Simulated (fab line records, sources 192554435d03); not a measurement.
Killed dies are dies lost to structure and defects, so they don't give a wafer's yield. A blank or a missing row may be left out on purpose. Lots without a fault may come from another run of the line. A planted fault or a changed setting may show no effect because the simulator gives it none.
Which tool did it? | flow n5_finfet | 11 lots, 33 wafers sampled, at 3 steps of a route of 1938

WHAT THE GAUGES READ, wafer by wafer
N5_MIM_BOT_LITHO_CD_MEAS_08: target cd 3000 nm.
lot  | measured     | on        | cd_nm (nm)
L521 | day 11 23:52 | cd_sem-01 | 3001.4 3000.6 3001.2
L522 | day 12 03:08 | cd_sem-02 | 3001.1 3001.0 3003.1
L523 | day 12 07:19 | cd_sem-01 | 2999.2 3001.5 3000.7
L524 | day 13 01:19 | cd_sem-02 | 2998.1 3000.2 2998.6
L525 | day 13 01:35 | cd_sem-03 | 2998.2 2995.9 2997.1
L526 | day 13 13:11 | cd_sem-03 | 3001.3 3002.8 3002.0
L528 | day 13 15:04 | cd_sem-03 | 2999.7 3001.6 2999.6
L529 | day 14 05:20 | cd_sem-01 | 3001.7 3001.3 3001.3
L538 | day 16 10:19 | cd_sem-03 | 2999.9 3000.0 3000.2
L542 | day 18 01:34 | cd_sem-01 | 3002.2 3000.6 3002.4
L541 | day 18 05:37 | cd_sem-02 | 2999.7 3000.4 3001.6

WHICH TOOL RAN EACH LOT (tool, then ch and the chambers of the sampled wafers, then the start)
lot  | N5_BEOL_M15_ETCH_61                | N5_MIM_TOP_ALD_01
L521 | rie_diel-05 ch 0,1,3, day 11 15:28 | ald_hk-02 ch 1,2,3, day 11 23:52 or earlier
L522 | rie_diel-01 ch 0,2,3, day 11 17:56 | ald_hk-02 ch 0,1, day 12 03:08 or earlier
L523 | rie_diel-01 ch 0,1,3, day 11 23:10 | ald_hk-02 ch 1,2,3, day 12 07:19 or earlier
L524 | rie_diel-01 ch 1,2, day 12 16:02   | ald_hk-02 ch 0,2,3, day 13 01:19 or earlier
L525 | rie_diel-01 ch 0,1, day 12 18:20   | ald_hk-03 ch 2,3, day 13 01:35 or earlier
L526 | rie_diel-01 ch 0,1,3, day 13 04:07 | ald_hk-02 ch 0,1,3, day 13 13:11 or earlier
L528 | rie_diel-05 ch 0,1,2, day 13 04:28 | ald_hk-03 ch 1,3, day 13 15:04 or earlier
L529 | rie_diel-05 ch 2,3, day 13 21:49   | ald_hk-03 ch 0,3, day 14 05:20 or earlier
L538 | rie_diel-05 ch 0,1,3, day 16 01:19 | ald_hk-02 ch 1,2,3, day 16 10:19 or earlier
L542 | rie_diel-02 ch 0,2, day 17 15:16   | ald_hk-02 ch 0,2,3, day 18 01:34 or earlier
L541 | rie_diel-02 ch 1,2, day 17 19:27   | ald_hk-01 ch 1,2, day 18 05:37 or earlier
- N5_BEOL_M15_ETCH_61: etches BARC in N2/H2, target depth 89 nm, overetch 26.7 nm, time 67.9 s.
- N5_MIM_TOP_ALD_01: deposits HfO2, target thk 5.6 nm, pulse time 1 s, purge time 3 s.

WHAT THE TOOLS THEMSELVES READ (means of the sampled wafers that have a number; where no wafer has one, the mark that the record gives instead)
N5_BEOL_M15_ETCH_61.
lot  | tool        | chamber_pressure_mTorr (mTorr) | drypump_motor_current_A (A) | oes_product_au (a.u.) | rf_vpp_V (V) | showerhead_plenum_p_Torr (Torr) | throttle_valve_pct (%)
L521 | rie_diel-05 | 29.973                         | 6.0                         | 0.68                  | 525.4        | 2.59                            | 17.82
L522 | rie_diel-01 | 30.016                         | 5.9                         | 0.68                  | 524.9        | 2.55                            | 17.94
L523 | rie_diel-01 | 30.000                         | 6.0                         | 0.76                  | 522.1        | 2.51                            | 17.69
L524 | rie_diel-01 | 29.981                         | 5.6                         | 0.65                  | 525.0        | 2.57                            | 18.02
L525 | rie_diel-01 | 30.040                         | 6.2                         | 0.79                  | 524.3        | 2.56                            | 17.42
L526 | rie_diel-01 | 30.008                         | 6.0                         | 0.74                  | 522.8        | 2.51                            | 17.70
L528 | rie_diel-05 | 29.973                         | 5.8                         | 0.70                  | 524.9        | 2.57                            | 17.77
L529 | rie_diel-05 | 30.028                         | 5.7                         | 0.72                  | 525.2        | 2.58                            | 17.76
L538 | rie_diel-05 | 29.984                         | 6.0                         | 0.72                  | 525.4        | 2.58                            | 17.72
L542 | rie_diel-02 | 30.012                         | 5.7                         | 0.66                  | 523.5        | 2.56                            | 17.94
L541 | rie_diel-02 | 30.005                         | 6.4                         | 0.62                  | 522.7        | 2.52                            | 18.20

N5_MIM_TOP_ALD_01.
lot  | tool      | precursor_pulse_height_rel
L521 | ald_hk-02 | 0.980
L522 | ald_hk-02 | 0.999
L523 | ald_hk-02 | 1.015
L524 | ald_hk-02 | 1.007
L525 | ald_hk-03 | 1.002
L526 | ald_hk-02 | 0.989
L528 | ald_hk-03 | 1.005
L529 | ald_hk-03 | 0.989
L538 | ald_hk-02 | 1.013
L542 | ald_hk-02 | 0.991
L541 | ald_hk-01 | 0.996

THE ANSWER, worked out from the rows above alone
Rule: what is usual is taken from the lots themselves. Put in order of their means at a reading, lots are off if they are a third of the lots or fewer, leave a main group of 4 or more, and stand apart from it by a gap of 3 or more times the standard deviation of the main group's means; of several such gaps the widest counts. A main group whose means are all the same, to the digits that the tables above print for the reading, isn't used. A lot without any number at a reading at which 4 lots or more have one is off too. The other lots that the step has rows for count as sound. The gauges are gone through in route order, then the tools' own readings, and for those a lot's mean is taken as printed above. The first step at which some lot is off is used, and at that step the reading that is off furthest; a lot without a number counts as furthest.
No lot is off at any reading shown: from this, nothing can be told.

WHAT THE SIMULATOR HAD PUT IN
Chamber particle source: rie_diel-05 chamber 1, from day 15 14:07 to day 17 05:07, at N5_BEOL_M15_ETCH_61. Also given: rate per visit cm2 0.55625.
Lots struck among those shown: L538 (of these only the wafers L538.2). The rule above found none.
